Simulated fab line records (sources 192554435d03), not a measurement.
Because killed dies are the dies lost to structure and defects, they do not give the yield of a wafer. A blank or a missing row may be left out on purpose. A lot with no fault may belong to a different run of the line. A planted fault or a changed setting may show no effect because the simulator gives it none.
Lot-split experiment | flow n5Finfet | 21 wafers read across 7 lots, on a route 1938 steps long

## THE SPLIT
At N5_BEOL_M7_ETCH_61 (etches SiARC in CF4, target depth 45.5 nm, time 75.8 s), the setting sourceW was moved away from the recipe's 545 W on 6 of the 21 wafers read, by -8.2% to +15.7%. All remaining wafers had this setting at the recipe value.

The reading comes from the split's own step.

## THE READING
rfVppV, in V, at N5_BEOL_M7_ETCH_61 (etches SiARC in CF4, target depth 45.5 nm, time 75.8 s). On this fab line, fault-free wafers typically give 184.2 V with a standard deviation of 1.1 V.

wafer  | tool, chamber at the split | sourceW as run, W | against the recipe | rfVppV, V | against lot-mates on the recipe
L076.1 | rieDiel-05, 1              | 545               | recipe             | 183.4     | -
L076.4 | rieDiel-05, 3              | 545               | recipe             | 184.7     | -
L076.6 | rieDiel-05, 3              | 545               | recipe             | 185.1     | -
L079.1 | rieDiel-06, 1              | 590.7             | +8.4%              | 177.8     | -7.3
L079.3 | rieDiel-06, 2              | 545               | recipe             | 185.1     | -
L079.6 | rieDiel-06, 2              | 590.7             | +8.4%              | 180.8     | -4.3
L080.1 | rieDiel-02, 3              | 596.6             | +9.5%              | 180.1     | -4.2
L080.3 | rieDiel-02, 1              | 545               | recipe             | 184.7     | -
L080.4 | rieDiel-02, 0              | 545               | recipe             | 183.8     | -
L082.2 | rieDiel-05, 3              | 545               | recipe             | 184.8     | -
L082.3 | rieDiel-05, 1              | 500.5             | -8.2%              | 190.4     | +5.7
L082.5 | rieDiel-05, 1              | 545               | recipe             | 184.7     | -
L086.2 | rieDiel-06, 2              | 545               | recipe             | 184.9     | -
L086.3 | rieDiel-06, 3              | 545               | recipe             | 183.1     | -
L086.5 | rieDiel-06, 2              | 545               | recipe             | 185.6     | -
L089.2 | rieDiel-05, 0              | 613               | +12.5%             | 176.8     | -8.1
L089.4 | rieDiel-05, 1              | 545               | recipe             | 184.3     | -
L089.6 | rieDiel-05, 2              | 545               | recipe             | 185.6     | -
L090.1 | rieDiel-02, 3              | 545               | recipe             | 184.8     | -
L090.5 | rieDiel-02, 0              | 630.4             | +15.7%             | 175.7     | -8.2
L090.6 | rieDiel-02, 1              | 545               | recipe             | 183.0     | -

THE FIT
A straight line over all 21 wafers: rfVppV changes by -0.596 V for each +1% of sourceW; r = -0.96; the points scatter about the line by 0.94 V.
The same after taking each lot's own level away (the mean of its wafers on the recipe; 21 wafers): -0.595 V for each +1%; r = -0.96; scatter 0.98 V.
On that fit, the largest move of sourceW shifts the reading by 9.3 V.
The span of the lots' own levels, 183.90 to 185.10 V, comes to 1.1 times the standard deviation stated above.
The two slopes are in agreement: the lot-to-lot level therefore moves the slope only a little.
Check: with one of the wafers moved furthest among these (+15.7%) left out of the fit, the line predicts -9.85 V for it against its lot-mates. Against them it came out at -8.2 V.
Tool readings at the split's step, against how far the setting was moved: rfVppV r = -0.96.

## THESE WAFERS: OTHER SPLITS
Before the reading, these wafers also passed through other splits. Each is held against what the fit with the lots' levels taken away leaves over:
other split on the same wafers | wafers away from the commonest value | r with rfVppV (lot level and that fit taken away)
N5_BEOL_M6_EXPOSE_25 doseMj    | 8                                    | +0.10

## THE FILE'S OWN FIT
rfVppV changes by -0.581 V for each +1% of sourceW, r = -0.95.
